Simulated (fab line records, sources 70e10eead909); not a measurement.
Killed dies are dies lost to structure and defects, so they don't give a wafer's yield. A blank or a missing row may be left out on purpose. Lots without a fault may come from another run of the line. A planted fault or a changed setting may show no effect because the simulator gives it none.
Problem report in the 8D (eight disciplines) form, filled by code | flow nand_harc | the parts of the form that need people (team, actions taken, sign-off) are left out

1. THE PROBLEM
thk_nm at NHARC_A_ONON_D2_THK_MEAS_34 reads a mean of 254 nm on 2 wafers of 2 lots; wafers without a fault read 201 nm with a standard deviation of 3. That is +18 standard deviations from the usual mean.
The step: measures by ellipsometry.
First seen on wafer L721.1, day 21 19:40, on film_metro-01. The record holds 36 wafers of 12 lots with a number at this step. Rule for "out", or "out of limits": more than 4 standard deviations from the usual mean. The other wafers with a number count as sound.

2. WHAT IT IS AND WHAT IT IS NOT
question                    | is                | is not
which readings at this step | thk_nm            | -
which lots                  | L720, L721        | L700, L701, L702, L704, L705, L707, L710, L711, L718, L722
which wafers of those lots  | L720.3, L721.1    | L720.1, L720.4, L721.3, L721.5
read on which gauges        | film_metro-01     | film_metro-02
when                        | from day 21 19:40 | up to then (29 sound wafers); but 5 sound wafers of L720, L722 came after

3. SUSPECTS, AND WHAT RULES EACH OUT
Counting: a tool at a process step up to the reading stays a suspect if it ran every lot that is out. Sound lots after the first of them don't rule it out here, since some wafers of a struck lot are sound.
- the gauge at NHARC_A_ONON_D2_THK_MEAS_34: ruled out. All the wafers that are out were read on film_metro-01, but those of them that NHARC_A_ONON_D2_DEP_33 has rows for are out there too, on other tools.
- pecvd-04 at NHARC_A_ONON_D2_DEP_33 (deposits SiO2, target thk 200 nm): kept. It ran every lot that is out, first L721 (day 21 19:15); its last sound lot up to then is L718 (day 20 16:59). Its own readings are out on those wafers: mfc_precursor_sccm.
- Within pecvd-04 at NHARC_A_ONON_D2_DEP_33: the wafers that are out ran in chamber 0; their sound lot-mates ran in chambers 1, 2.
Left after counting: pecvd-04 at NHARC_A_ONON_D2_DEP_33.

4. THE CAUSE (what the simulator had put in)
Process parameter drift: pecvd-04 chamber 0, from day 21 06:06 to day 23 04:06, at NHARC_A_ONON_D2_DEP_33. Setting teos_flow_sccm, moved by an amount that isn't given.
Counting left only this tool.

5. THE CHAIN OF EFFECTS, in route order
Each row: a reading whose mean over the struck wafers that have a number lies more than 3 standard deviations from the usual. Only readings for which the record gives a usual standard deviation are gone through. hours: the time from each lot's start at the first step in this table that gives one to its start at this step, as a median over the lots. sigmas: the change in usual standard deviations.
hours | step                        | reading            | usual      | on struck wafers | change | sigmas
0     | NHARC_A_ONON_D2_DEP_33      | mfc_precursor_sccm | 161.3 sccm | 207.4            | +46.1  | +94
0     | NHARC_A_ONON_D2_THK_MEAS_34 | thk_nm             | 201 nm     | 254              | +54    | +18
The process steps in it:
- NHARC_A_ONON_D2_DEP_33: deposits SiO2, target thk 200 nm.
Later measuring or inspecting steps at which every struck wafer that the step has a row for has a number for every such reading, and none has moved that far: NHARC_A_ONON_D2_INSPECT_32, NHARC_A_CHANNEL_HOLE_D2_INSPECT_12.

6. WHAT WOULD HAVE CAUGHT IT SOONER
In this record the first reading out of limits at a measuring or inspecting step was taken at day 21 19:40, 14 hours after the fault began at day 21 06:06.
The tool's own readings at NHARC_A_ONON_D2_DEP_33 were out on every struck wafer that the step has a row for (mfc_precursor_sccm): an alarm limit on them would have fired on the first of those.
All the lots that are out (2) had begun NHARC_A_ONON_D2_DEP_33 on pecvd-04 by day 21 19:40. A hold on the tool at that time would have spared none of them.
